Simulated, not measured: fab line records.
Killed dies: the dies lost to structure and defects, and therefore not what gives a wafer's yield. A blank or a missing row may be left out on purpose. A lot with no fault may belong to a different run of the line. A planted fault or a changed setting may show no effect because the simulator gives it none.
fab line records -- flow nand_harc
record: lots: 6, wafers: 18, last_day: 33
route steps=1302 shown A_CONTACT@1083 A_BLC@1107 END@1302
lots that met no fault: from a run of the same line without faults
start_h: hours from the record's opening day to when the first of the lot's shown wafers began -- wait_h: hours from the lot's prior step to this one -- " the same as in the row above -- L1.1+2: one row covering several wafers at once -- - no value, or no start given -- * or withheld: withheld -- < > ~ a bound
route shown NAME@n: names a module that has steps shown in the file, with the first one's number in the route -- usual: mean/standard deviation taken from wafers without a fault -- same: alike in all rows -- chamber/n: place in a boat -- sites: the reading at each site -- _std_site: standard deviation of those values -- _edge_site: inner sites' mean taken away from outer sites' mean -- radius_mm: how far each site lies from the wafer's centre -- mask NAME#n: copy n -- behind: the most recent tool/chamber to have shaped the wafer -- hold: what put the lot on hold/how long, in hours/how the hold closed -- device: names the non-switching transistor (n, p or np) -- end of line: tests of these same wafers at the route's end -- for a step that has no rows: nothing shown but its recipe -- killed: not the wafer's yield, but the dies lost to structure and defects at the first sort -- map: shows each die of a wafer: x if killed, . if not, _ if none is there
set.NAME: the run value of the setting; set.NAME@STEP: its run value at that earlier step -- model.NAME: the simulator's own value behind a step, which no gauge read
lots at some steps of the route; a table a step, a row a wafer
services: a tool's chamber out of use, with start hour (start_h, from the record's first day; less than 0 if before it), hours out, and reason
== steps ==
step: NHARC_A_CONTACT_ETCH_89
recipe: target_depth_a: 2600, over_etch_frac: 0.3, time_s: 475.3, ion_energy_ev: 200, n2_flow_sccm: 150, h2_flow_sccm: 150, ar_flow_sccm: 0, rf_w: 400, bias_w: 150, chemistry: N2/H2
step: NHARC_A_CONTACT_ETCH_30
recipe: target_depth_a: 726, time_s: 36.3, cf4_flow_sccm: 100, chf3_flow_sccm: 30, ar_flow_sccm: 0, rf_w: 500, bias_w: 200, chemistry: CF4/CHF3
step: NHARC_A_CONTACT_ETCH_31
recipe: target_depth_a: 28000, over_etch_frac: 0.3, time_s: 728, ion_energy_ev: 150, o2_flow_sccm: 400, cos_flow_sccm: 20, ar_flow_sccm: 0, rf_w: 500, bias_w: 300, chemistry: O2/COS
step: NHARC_A_CONTACT_ETCH_134
recipe: source_w: withheld, pressure_mtorr: 20, bias_v: withheld, time_s: 140, target_depth_a: 7000, ar_flow_sccm: withheld, c4f8_flow_sccm: withheld, o2_flow_sccm: withheld, chemistry: C4F8/O2/Ar
same: time_s: 140
lot.wafer,tool,chamber,start_h,wait_h,rf_hours_counter_h
L269.1,har_cap_etch-02,0,506.83,-,86
L269.3,har_cap_etch-02,0,506.83,-,-
L269.4,har_cap_etch-02,1,506.83,-,-
L277.3,har_cap_etch-03,0,588.10,-,-
L277.6,har_cap_etch-03,0,588.10,-,-
L277.5,har_cap_etch-03,1,588.10,-,-
L278.1,har_cap_etch-01,0,607.98,-,20
L278.4,har_cap_etch-01,0,607.98,-,-
L278.6,har_cap_etch-01,1,607.98,-,-
L284.1,har_cap_etch-01,1,649.03,-,28
L284.6,har_cap_etch-01,0,649.03,-,-
L284.5,har_cap_etch-01,1,649.03,-,-
L288.2,har_cap_etch-02,1,713.63,-,122
L288.3,har_cap_etch-02,0,713.63,-,-
L288.4,har_cap_etch-02,1,713.63,-,-
L291.2,har_cap_etch-02,0,724.89,-,125
L291.4,har_cap_etch-02,0,724.89,-,-
L291.6,har_cap_etch-02,1,724.89,-,-
step: NHARC_A_CONTACT_ETCH_135
recipe: source_w: withheld, pressure_mtorr: 20, bias_v: 1200, time_s: 311, target_depth_a: 19120, ar_flow_sccm: withheld, c4f8_flow_sccm: withheld, o2_flow_sccm: withheld, chemistry: C4F8/O2/Ar
step: NHARC_A_CONTACT_ETCH_136
recipe: source_w: withheld, pressure_mtorr: 20, bias_v: 1200, time_s: 311, target_depth_a: 19120, ar_flow_sccm: withheld, c4f8_flow_sccm: withheld, o2_flow_sccm: withheld, chemistry: C4F8/O2/Ar
step: NHARC_A_CONTACT_ETCH_137
recipe: source_w: withheld, pressure_mtorr: 20, bias_v: 1200, time_s: 311, target_depth_a: 19120, ar_flow_sccm: withheld, c4f8_flow_sccm: withheld, o2_flow_sccm: withheld, chemistry: C4F8/O2/Ar
step: NHARC_A_CONTACT_ETCH_138
recipe: source_w: withheld, pressure_mtorr: 20, bias_v: 1200, time_s: 311, target_depth_a: 19140, ar_flow_sccm: withheld, c4f8_flow_sccm: withheld, o2_flow_sccm: withheld, chemistry: C4F8/O2/Ar
step: NHARC_A_CONTACT_ETCH_139
recipe: source_w: withheld, pressure_mtorr: 20, bias_v: 400, time_s: 195, target_depth_a: 8400, ar_flow_sccm: withheld, c4f8_flow_sccm: 11.5, o2_flow_sccm: 7.2, chemistry: C4F8/O2/Ar
step: NHARC_A_CONTACT_ETCH_92
recipe: target_depth_a: 400, over_etch_frac: 0.5, time_s: 85.7, ion_energy_ev: 120, ch3f_flow_sccm: 50, o2_flow_sccm: 30, ar_flow_sccm: 200, rf_w: 500, bias_w: 100, chemistry: CH3F/O2
step: NHARC_A_CONTACT_ETCH_98
recipe: target_depth_a: 200, over_etch_frac: 0.5, time_s: 10, ion_energy_ev: 250, c4f6_flow_sccm: 25, o2_flow_sccm: 20, ar_flow_sccm: 500, rf_w: 600, bias_w: 500, chemistry: C4F6/O2
usual: bias_w: 499.8/1.6, drypump_motor_current_A: 5.5/0.5, mfc_ar_sccm: 500.0/1.5, oes_product_au: 0.953/0.019, rf_vpp_V: 546.3/3, showerhead_plenum_p_Torr: 3.90/0.14, throttle_valve_pct: 26.903/0.0093
same: over_etch_frac: 0.5, time_s: 10
lot.wafer,tool,chamber,start_h,wait_h,bias_w,drypump_motor_current_A,mfc_ar_sccm,oes_product_au,rf_hours_counter_h,rf_vpp_V,showerhead_plenum_p_Torr,throttle_valve_pct
L269.4,rie_diel-03,1,-,-,501.1,6.2,499.0,0.959,14,552.2,4.22,26.916
L269.1,rie_diel-03,2,-,-,497.2,5.2,499.5,0.938,15,549.7,4.06,26.907
L269.3,rie_diel-03,0,-,-,499.5,6.3,498.8,0.932,12,544.1,3.77,26.890
L277.3,rie_diel-10,1,-,-,499.2,6.4,500.5,0.953,58,542.4,3.72,26.885
L277.6,rie_diel-10,3,-,-,501.1,4.6,502.1,0.944,-,547.7,3.92,26.899
L277.5,rie_diel-10,0,-,-,499.0,5.6,499.8,0.954,-,546.4,3.91,26.895
L278.4,rie_diel-10,2,-,-,498.7,6.2,499.7,1.019,0,551.5,4.15,26.910
L278.1,rie_diel-10,1,-,-,499.5,6.5,500.6,0.998,0,542.4,3.72,26.899
L278.6,rie_diel-10,2,-,-,498.8,6.1,497.3,1.001,-,550.7,4.15,26.909
L284.1,rie_diel-05,1,-,-,502.4,5.5,498.8,0.942,6,548.5,4.09,26.902
L284.6,rie_diel-05,3,-,-,500.7,4.9,499.7,0.953,-,542.8,3.78,26.890
L284.5,rie_diel-05,0,-,-,498.3,5.5,499.1,0.947,-,545.7,3.83,26.905
L288.2,rie_diel-05,0,-,-,501.1,5.5,502.4,0.952,16,545.7,3.82,26.895
L288.3,rie_diel-05,2,-,-,500.3,5.8,499.0,0.962,18,545.9,3.89,26.906
L288.4,rie_diel-05,3,-,-,499.2,4.9,500.8,0.984,17,543.8,3.77,26.896
L291.4,rie_diel-05,3,-,-,501.6,4.9,503.0,0.933,20,543.1,3.77,26.902
L291.2,rie_diel-05,1,-,-,498.3,5.5,500.1,0.958,21,549.3,4.08,26.904
L291.6,rie_diel-05,3,-,-,501.6,4.9,499.5,0.937,-,543.5,3.77,26.907
step: NHARC_A_CONTACT_CD_MEAS_15
usual: cd_nm: 189.8/0.68
lot.wafer,tool,chamber,start_h,wait_h,cd_nm
L269.1,cd_sem-01,-,508.89,-,189.3
L269.3,cd_sem-01,-,508.89,-,190.2
L269.4,cd_sem-01,-,508.89,-,190.0
L277.3,cd_sem-03,-,590.10,-,191.0
L277.5,cd_sem-03,-,590.10,-,190.6
L277.6,cd_sem-03,-,590.10,-,191.0
L278.1,cd_sem-03,-,610.04,-,190.5
L278.4,cd_sem-03,-,610.04,-,190.2
L278.6,cd_sem-03,-,610.04,-,189.9
L284.1,cd_sem-03,-,651.06,-,189.1
L284.5,cd_sem-03,-,651.06,-,189.4
L284.6,cd_sem-03,-,651.06,-,189.2
L288.2,cd_sem-03,-,715.67,-,189.1
L288.3,cd_sem-03,-,715.67,-,189.5
L288.4,cd_sem-03,-,715.67,-,190.3
L291.2,cd_sem-02,-,726.96,-,188.6
L291.4,cd_sem-02,-,726.96,-,189.3
L291.6,cd_sem-02,-,726.96,-,188.2
step: NHARC_A_CONTACT_STRIP_107
recipe: n2_flow_sccm: 150, h2_flow_sccm: 150, ar_flow_sccm: 0, bias_w: 0, chemistry: N2/H2
lot.wafer,tool,chamber,start_h,wait_h
L269.4+3+1,rie_diel-03,"3,1,2",508.96,0.1
L277.3+5+6,rie_diel-10,"3,0,1",590.19,0.1
L278.4+1+6,rie_diel-10,"1,0,2",610.11,0.1
L284.1+6+5,rie_diel-03,"2,2,3",651.14,0.1
L288.3+4+2,rie_diel-05,"2,3,1",715.75,0.1
L291.4+2+6,rie_diel-10,"3,1,0",727.04,0.1
step: NHARC_A_CONTACT_STRIP_108
recipe: cf4_flow_sccm: 100, chf3_flow_sccm: 30, ar_flow_sccm: 0, bias_w: 0, chemistry: CF4/CHF3
step: NHARC_A_CONTACT_STRIP_109
recipe: o2_flow_sccm: 400, cos_flow_sccm: 20, ar_flow_sccm: 0, bias_w: 0, chemistry: O2/COS
step: NHARC_A_CONTACT_ETCH_110
recipe: target_depth_a: 600, overetch_a: 60, time_s: 33, ion_energy_ev: 100, cf4_flow_sccm: 80, o2_flow_sccm: 20, ar_flow_sccm: 0, rf_w: 300, bias_w: 100, chemistry: CF4/O2
step: NHARC_A_CONTACT_STRIP_26
recipe: o2_flow_sccm: 500, ar_flow_sccm: 0, bias_w: 0, chemistry: O2
step: NHARC_A_CONTACT_STRIP_27
recipe: time_s: 600, temp_c: 30, chemistry: post_etch_residue_remover
step: NHARC_A_CONTACT_ALD_18
recipe: target_thk_a: 30, pulse_time_s: 1, ald_cycles: 150, temp_c: 450, material: TiN
step: NHARC_A_CONTACT_CVD_19
recipe: target_thk_a: 3000, temp_c: 300, pressure_torr: 40, wf6_flow_sccm: 40, h2_flow_sccm: 1600, ar_flow_sccm: 1560, time_s: 802, material: W
step: NHARC_A_CONTACT_CMP_20
recipe: t_overpolish_s: 30, target_thk_nm: 300
usual: motor_current_A: 12.1/1.2, overpolish_run_s: 30.000/0.011, pad_life_wafers: 227/110, time_to_endpoint_s: 59/3.4
lot.wafer,tool,chamber,start_h,wait_h,motor_current_A,overpolish_run_s,pad_life_wafers,time_to_endpoint_s
L269.3,cmp-02,3,510.98,0.4,12.1,29.997,313,55
L269.4,cmp-02,0,510.98,0.4,11.5,30.007,314,55
L269.1,cmp-02,1,510.98,0.4,12.8,30.005,315,66
L277.3,cmp-04,3,592.20,0.6,13.7,30.013,291,60
L277.5,cmp-04,0,592.20,0.6,11.8,29.988,-,59
L277.6,cmp-04,1,592.20,0.6,10.0,30.004,-,62
L278.4,cmp-03,3,612.41,0.4,13.7,29.998,236,55
L278.1,cmp-03,0,612.41,0.4,11.9,30.011,237,56
L278.6,cmp-03,1,612.41,0.4,13.1,30.001,-,56
L284.1,cmp-04,2,653.14,0.7,12.9,29.995,200,64
L284.6,cmp-04,0,653.14,0.7,12.0,30.014,-,62
L284.5,cmp-04,1,653.14,0.7,10.2,29.992,-,60
L288.2,cmp-03,0,717.70,0.7,11.8,30.007,228,62
L288.3,cmp-03,1,717.70,0.7,12.3,29.992,229,63
L288.4,cmp-03,2,717.70,0.7,10.8,29.989,230,54
L291.2,cmp-04,0,729.00,0.8,11.7,30.003,84,58
L291.4,cmp-04,1,729.00,0.8,10.0,30.019,85,58
L291.6,cmp-04,0,729.00,0.8,11.1,29.988,-,57
step: NHARC_A_CONTACT_SRD_22
step: NHARC_A_BLC_DEHYDRATE_00
recipe: temp_c: 150, time_s: 120
step: NHARC_A_BLC_HMDS_01
recipe: time_s: 30
step: NHARC_A_BLC_COAT_02
recipe: temp_c: 260, time_s: 75
step: NHARC_A_BLC_COAT_03
recipe: temp_c: 225, time_s: 65
step: NHARC_A_BLC_COAT_04
recipe: spin_rpm: 1500, resist_thk_nm: 90
step: NHARC_A_BLC_SOFTBAKE_05
recipe: temp_c: 105, time_s: 55
step: NHARC_A_BLC_EBR_06
step: NHARC_A_BLC_EXPOSE_07
recipe: na: 1.35, target_cd_nm: 100, dose_mj: 67.97, mask_id: A_BLC
step: NHARC_A_BLC_PEB_08
recipe: peb_temp_c: 100, peb_time_s: 65
step: NHARC_A_BLC_DEVELOP_09
recipe: develop_time_s: 35, dev_temp_c: 23
step: NHARC_A_BLC_CD_MEAS_10
recipe: target_cd_nm: 100, landing_energy_ev: 500
usual: cd_nm: 100.1/0.54
lot.wafer,tool,chamber,start_h,wait_h,cd_nm
L269.1,cd_sem-02,0,511.87,-,99.5
L269.3,cd_sem-02,0,511.87,-,99.5
L269.4,cd_sem-02,0,511.87,-,99.8
L277.3,cd_sem-02,0,593.04,-,99.9
L277.5,cd_sem-02,0,593.04,-,100.5
L277.6,cd_sem-02,0,593.04,-,99.9
L278.1,cd_sem-02,0,613.27,-,100.7
L278.4,cd_sem-02,0,613.27,-,100.3
L278.6,cd_sem-02,0,613.27,-,100.2
L284.1,cd_sem-02,0,654.00,-,100.0
L284.5,cd_sem-02,0,654.00,-,99.3
L284.6,cd_sem-02,0,654.00,-,100.8
L288.2,cd_sem-02,0,718.61,-,101.0
L288.3,cd_sem-02,0,718.61,-,100.1
L288.4,cd_sem-02,0,718.61,-,100.0
L291.2,cd_sem-03,0,729.90,-,100.3
L291.4,cd_sem-03,0,729.90,-,100.8
L291.6,cd_sem-03,0,729.90,-,100.8
step: NHARC_A_BLC_OVL_MEAS_11
usual: overlay_x_nm: -0.1/0.9, overlay_y_nm: 0.2/0.74
lot.wafer,tool,chamber,start_h,wait_h,overlay_x_nm,overlay_y_nm
L269.1,overlay-02,-,511.96,-,0.7,-0.1
L269.3,overlay-02,-,511.96,-,0.6,-0.5
L269.4,overlay-02,-,511.96,-,0.7,-0.1
L277.3,overlay-02,-,593.14,-,-1.2,-0.5
L277.5,overlay-02,-,593.14,-,-1.5,-0.5
L277.6,overlay-02,-,593.14,-,-1.7,0.0
L278.1,overlay-02,-,613.36,-,0.9,0.8
L278.4,overlay-02,-,613.36,-,0.8,0.0
L278.6,overlay-02,-,613.36,-,1.2,0.5
L284.1,overlay-01,-,654.09,-,-1.2,0.3
L284.5,overlay-01,-,654.09,-,-0.5,0.1
L284.6,overlay-01,-,654.09,-,-0.3,0.1
L288.2,overlay-01,-,718.70,-,-0.4,0.6
L288.3,overlay-01,-,718.70,-,-0.5,0.7
L288.4,overlay-01,-,718.70,-,-0.1,1.0
L291.2,overlay-01,-,729.99,-,0.2,0.6
L291.4,overlay-01,-,729.99,-,-0.2,0.5
L291.6,overlay-01,-,729.99,-,-0.1,0.5
step: NHARC_A_BLC_DESCUM_15
recipe: time_s: 3, o2_flow_sccm: 200, ar_flow_sccm: 0, bias_power_w: 0, chemistry: O2
step: NHARC_A_BLC_ETCH_16
recipe: target_depth_a: 390, over_etch_frac: 0.3, time_s: 65, ion_energy_ev: 80, cf4_flow_sccm: 150, ar_flow_sccm: 0, rf_w: 300, bias_w: 100, chemistry: CF4
step: NHARC_A_BLC_ETCH_17
recipe: target_depth_a: 3900, over_etch_frac: 0.25, time_s: 609.38, ion_energy_ev: 200, n2_flow_sccm: 150, h2_flow_sccm: 150, ar_flow_sccm: 0, rf_w: 400, bias_w: 150, chemistry: N2/H2
usual: bias_w: 150.0/0.42, drypump_motor_current_A: 5.6/0.39, mfc_ar_sccm: 0.0010/0.0015, oes_product_au: 1.006/0.011, rf_vpp_V: 431/3, showerhead_plenum_p_Torr: 2.06/0.11, throttle_valve_pct: 14.171/0.0089
same: over_etch_frac: 0.25, time_s: 609.38
lot.wafer,tool,chamber,start_h,wait_h,bias_w,drypump_motor_current_A,mfc_ar_sccm,oes_product_au,rf_hours_counter_h,rf_vpp_V,showerhead_plenum_p_Torr,throttle_valve_pct
L269.3,rie_diel-04,1,-,-,149.5,5.3,0,1.017,9,430,2.03,14.174
L269.4,rie_diel-04,2,-,-,149.6,6.3,0,1.023,8,435,2.18,14.153
L269.1,rie_diel-04,3,-,-,150.1,5.5,0,1.000,8,426,1.89,14.190
L277.3,rie_diel-09,2,-,-,150.3,5.2,0,1.002,8,433,2.12,14.182
L277.6,rie_diel-09,2,-,-,149.1,5.1,0,1.012,-,433,2.12,14.169
L277.5,rie_diel-09,3,-,-,149.9,6.0,0,1.019,-,434,2.12,14.178
L278.4,rie_diel-04,0,-,-,150.0,5.5,0.0035,0.979,3,430,2.03,14.173
L278.1,rie_diel-04,1,-,-,150.0,5.3,0,0.993,4,431,2.02,14.176
L278.6,rie_diel-04,3,-,-,150.4,5.6,0,1.020,-,426,1.89,14.173
L284.1,rie_diel-04,2,-,-,150.1,6.3,0,1.007,7,434,2.17,14.187
L284.5,rie_diel-04,3,-,-,150.5,5.5,0,1.016,-,428,1.89,14.171
L284.6,rie_diel-04,0,-,-,150.1,5.5,0.0035,0.973,-,432,2.03,14.168
L288.2,rie_diel-04,1,-,-,149.8,5.3,0,1.019,0,431,2.02,14.166
L288.4,rie_diel-04,3,-,-,149.9,5.5,0,1.018,0,426,1.89,14.164
L288.3,rie_diel-04,0,-,-,149.6,5.5,0.0035,1.001,0,431,2.03,14.178
L291.2,rie_diel-04,2,-,-,149.3,6.3,0,0.994,3,435,2.17,14.171
L291.4,rie_diel-04,2,-,-,149.5,6.3,0,1.005,-,435,2.17,14.179
L291.6,rie_diel-04,0,-,-,149.8,5.5,0.0035,0.991,-,430,2.03,14.160
step: NHARC_A_BLC_ETCH_18
recipe: target_depth_a: 9100, c4f8_flow_sccm: 20, o2_flow_sccm: 10, ar_flow_sccm: withheld, rf_w: 600, bias_w: 1500, chemistry: C4F8/O2/Ar
usual: bias_w: 1500/4.1, oes_product_au: 0.955/0.023, rf_vpp_V: 979/6.7
lot.wafer,tool,chamber,start_h,wait_h,bias_w,oes_product_au,rf_hours_counter_h,rf_vpp_V
L269.1,rie_diel-04,0,-,-,1499,0.920,10,978
L269.3,rie_diel-04,1,-,-,1499,0.943,9,978
L269.4,rie_diel-04,3,-,-,1489,0.928,8,969
L277.3,rie_diel-09,2,-,-,1493,0.918,9,984
L277.5,rie_diel-09,0,-,-,1497,0.929,-,986
L277.6,rie_diel-09,1,-,-,1505,0.932,-,970
L278.1,rie_diel-04,0,-,-,1501,0.946,3,978
L278.4,rie_diel-04,1,-,-,1496,0.981,4,978
L278.6,rie_diel-04,3,-,-,1501,0.979,-,969
L284.1,rie_diel-04,1,-,-,1503,0.950,7,978
L284.6,rie_diel-04,0,-,-,1501,0.965,-,977
L284.5,rie_diel-04,1,-,-,1499,0.958,-,976
L288.2,rie_diel-04,1,-,-,1502,0.984,0,977
L288.3,rie_diel-04,2,-,-,1496,0.967,0,988
L288.4,rie_diel-04,0,-,-,1506,0.969,0,977
L291.2,rie_diel-04,1,-,-,1501,0.986,3,975
L291.6,rie_diel-04,1,-,-,1496,0.973,-,977
L291.4,rie_diel-04,2,-,-,1490,0.962,-,986
step: NHARC_A_BLC_CD_MEAS_19
usual: cd_nm: 99.8/2.3
lot.wafer,tool,chamber,start_h,wait_h,cd_nm
L269.1,cd_sem-03,-,513.02,-,99.6
L269.3,cd_sem-03,-,513.02,-,95.9
L269.4,cd_sem-03,-,513.02,-,99.7
L277.3,cd_sem-03,-,594.21,-,101.8
L277.5,cd_sem-03,-,594.21,-,104.6
L277.6,cd_sem-03,-,594.21,-,99.9
L278.1,cd_sem-02,-,614.42,-,97.5
L278.4,cd_sem-02,-,614.42,-,101.0
L278.6,cd_sem-02,-,614.42,-,94.8
L284.1,cd_sem-01,-,655.16,-,103.1
L284.5,cd_sem-01,-,655.16,-,101.0
L284.6,cd_sem-01,-,655.16,-,103.2
L288.2,cd_sem-01,-,719.76,-,100.6
L288.3,cd_sem-01,-,719.76,-,101.7
L288.4,cd_sem-01,-,719.76,-,97.3
L291.2,cd_sem-03,-,731.26,-,100.5
L291.4,cd_sem-03,-,731.26,-,101.8
L291.6,cd_sem-03,-,731.26,-,100.3
step: NHARC_END_SORT_01
recipe: temp_c: 25
usual: killed_at_array: 59/20, killed_at_other: 0.8/1, killed_at_periphery: 3.2/2.1, killed_dies: 63/21, killed_open: 3.0/1.9, killed_short: 2.3/1.5
same: gross_dies: 677
lot.wafer,tool,chamber,start_h,wait_h,killed_at_array,killed_at_other,killed_at_periphery,killed_dies,killed_open,killed_short
L277.3,prober-02,0,639.10,3.1,111,0,3,114,0,4
L277.5,prober-02,0,640.68,3.7,159,0,2,161,2,0
L277.6,prober-02,0,641.47,3.9,145,0,3,148,4,0
L278.1,prober-02,0,662.65,2.5,154,1,3,158,3,0
L278.4,prober-02,0,665.06,3.4,141,1,7,149,3,2
L278.6,prober-02,0,666.67,4.0,136,1,1,138,0,3
killed by level:class
L277.3 A_CONTACT:unspecified=40 A_SLIT:chamber_film_flake=34 A_CHANNEL_HOLE_D2:chamber_film_flake=19 A_CHANNEL_HOLE_D1:chamber_film_flake=7 A_STAIRCASE:chamber_film_flake=4 A_CHANNEL_FILL_D2:geometric_particle:short=2 A_WL_FILL:geometric_particle:short=2 P_M2:chamber_film_flake=2
L277.5 A_CONTACT:unspecified=101 A_SLIT:chamber_film_flake=30 A_CHANNEL_HOLE_D2:chamber_film_flake=17 A_CHANNEL_HOLE_D1:chamber_film_flake=7 A_CONTACT:chamber_film_flake=2 P_GATE:geometric_particle:open=1 A_CONTACT:geometric_particle:open=1 P_ZERO_WELL:chamber_film_flake=1
L277.6 A_CONTACT:unspecified=71 A_SLIT:chamber_film_flake=35 A_CHANNEL_HOLE_D2:chamber_film_flake=26 A_ZERO_WELL:chamber_film_flake=4 A_STAIRCASE:chamber_film_flake=3 P_CONTACT:geometric_particle:open=2 A_CONTACT:chamber_film_flake=2 P_M0:geometric_particle:open=1
L278.1 A_CONTACT:unspecified=101 A_SLIT:chamber_film_flake=20 A_CHANNEL_HOLE_D1:chamber_film_flake=17 A_CHANNEL_HOLE_D2:chamber_film_flake=10 P_M2:chamber_film_flake=2 A_STAIRCASE:chamber_film_flake=2 A_CONTACT:chamber_film_flake=2 P_M1:geometric_particle:open=1
L278.4 A_CONTACT:unspecified=76 A_SLIT:chamber_film_flake=31 A_CHANNEL_HOLE_D1:chamber_film_flake=24 A_CHANNEL_HOLE_D2:chamber_film_flake=6 P_M0:geometric_particle:open=2 P_M2:chamber_film_flake=2 P_CONTACT:geometric_particle:short=1 P_M1:geometric_particle:open=1
L278.6 A_CONTACT:unspecified=72 A_CHANNEL_HOLE_D1:chamber_film_flake=23 A_SLIT:chamber_film_flake=23 A_CHANNEL_HOLE_D2:chamber_film_flake=9 A_DECK1_JOINT:chamber_film_flake=4 A_DECK1_JOINT:geometric_particle:short=1 A_CHANNEL_FILL_D2:geometric_particle:short=1 A_BLC:geometric_particle:short=1
map L277.5 (x killed, . not)
____________.____________
_________......._________
_______..........._______
______.............______
_____x.............._____
____.x...............____
____xx..............x____
___xxx................___
___xx....x............___
__xx.x.................__
__.x...x...............__
_..x...................._
_..x...................._
_x..........x........x.._
_.........x..xxx.x......_
_...........xxxx........_
......x....x..xxx........
......xx.xxxxxxx.xxx.....
...........xx.xxx.x......
......x.....xx.xxxxxx.x..
.........x..xxxxxxxxxx...
_.......x...x.xxxxxxxxx._
_...........xxxxxxxxxxx._
_............xxxxxxxxx.x_
_.............xxxxxxxxx._
_............xxxxxxxxxx._
__............xxxxxxx.x__
__............xxxxxxxxx__
___...........xxxxxxx.___
___............xxxxxxx___
____............xxxx.____
____..............x..____
_____..............._____
______.............______
_______..........._______
_________......._________
____________.____________
map L278.1 (x killed, . not)
____________.____________
_________......._________
_______..........._______
______...x.........______
_____..............._____
____x................____
____xxx..............____
___.xx................___
___xxx................___
__x.xx..............x..__
__x....................__
_xx.x..................._
_.x....................._
_..............x........_
_.x........xxxxxxx......_
_............x.x.x.x...._
.............xxxxx.......
............xxxxxx.......
...........xxxxxxxxxx....
.............xxxxxxxx....
..........x..xxxxxxxxx...
_...........x.xxxxxxxxx._
_............xxxxxxxxxx._
_............xxxxxxxxxx._
_............xxxxxxxxxx._
_............xxxxxxxxx.._
__............xxxxxxxx.__
__............xxxxxxxxx__
___..x.........xxxxxx.___
___...........xxxxxx.x___
____............xx..x____
____............xx.x.____
_____.........x....._____
______.............______
_______..........._______
_________......._________
____________.____________
== services ==
tool,chamber,start_h,hours,kind
rie_diel-10,-,485.03,0.4,repair
har_cap_etch-01,-,497.06,17.0,pm
rie_diel-09,-,497.23,9.0,pm
cmp-04,-,504.19,4.0,pm
rie_diel-04,-,531.96,9.0,pm
cmp-04,-,541.29,1.7,repair
rie_diel-04,0,549.16,8.1,repair
rie_diel-05,1,573.90,24.5,repair
cmp-04,-,577.86,3.6,repair
rie_diel-10,-,598.42,9.0,pm
cmp-04,-,602.19,4.0,pm
rie_diel-05,-,606.25,9.0,pm
rie_diel-03,0,613.32,12.3,repair
cmp-04,-,631.79,1.0,repair
rie_diel-03,-,638.93,9.0,pm
rie_diel-10,-,643.79,0.8,repair
rie_diel-05,-,659.51,10.5,repair
rie_diel-03,-,677.90,0.5,repair
rie_diel-05,0,685.51,4.9,repair
rie_diel-10,2,687.34,5.2,repair
rie_diel-05,2,687.88,1.9,repair
cmp-04,-,700.19,4.0,pm
rie_diel-04,-,708.96,9.0,pm
rie_diel-04,3,726.15,7.9,repair
== key ==
first_sign: step: NHARC_END_SORT_01, reading: killed_at_array, direction: up, sigmas: 4, usual: 59, struck: 141
effect: step: NHARC_END_SORT_01, reading: killed_dies, direction: up, sigmas: 3.9, usual: 63, struck: 145, wafers_moved: 5
more_kills_born_at: NHARC_A_CONTACT_STRIP_107@rie_diel-10: 456
met_at NHARC_A_CONTACT_STRIP_107
struck_wafers L277.3,L277.5,L277.6,L278.1,L278.4,L278.6
tester_left_out L277,L278
also_fits NHARC_A_CONTACT_ETCH_98:rie_diel-10
fault: kind: chamber_particle_source, tool: rie_diel-10, chamber: -, onset_h: 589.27, steps: NHARC_A_CONTACT_STRIP_107, rate_per_visit_cm2: 1.7429, end_h: 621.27
tester_left_out: of these lots the tester's yield and bins aren't shown, on N5 and GAA mostly nor the transistor test; their killed dies are dies lost to structure and defects alone, not to doping, threshold or leakage, so they don't give the yield
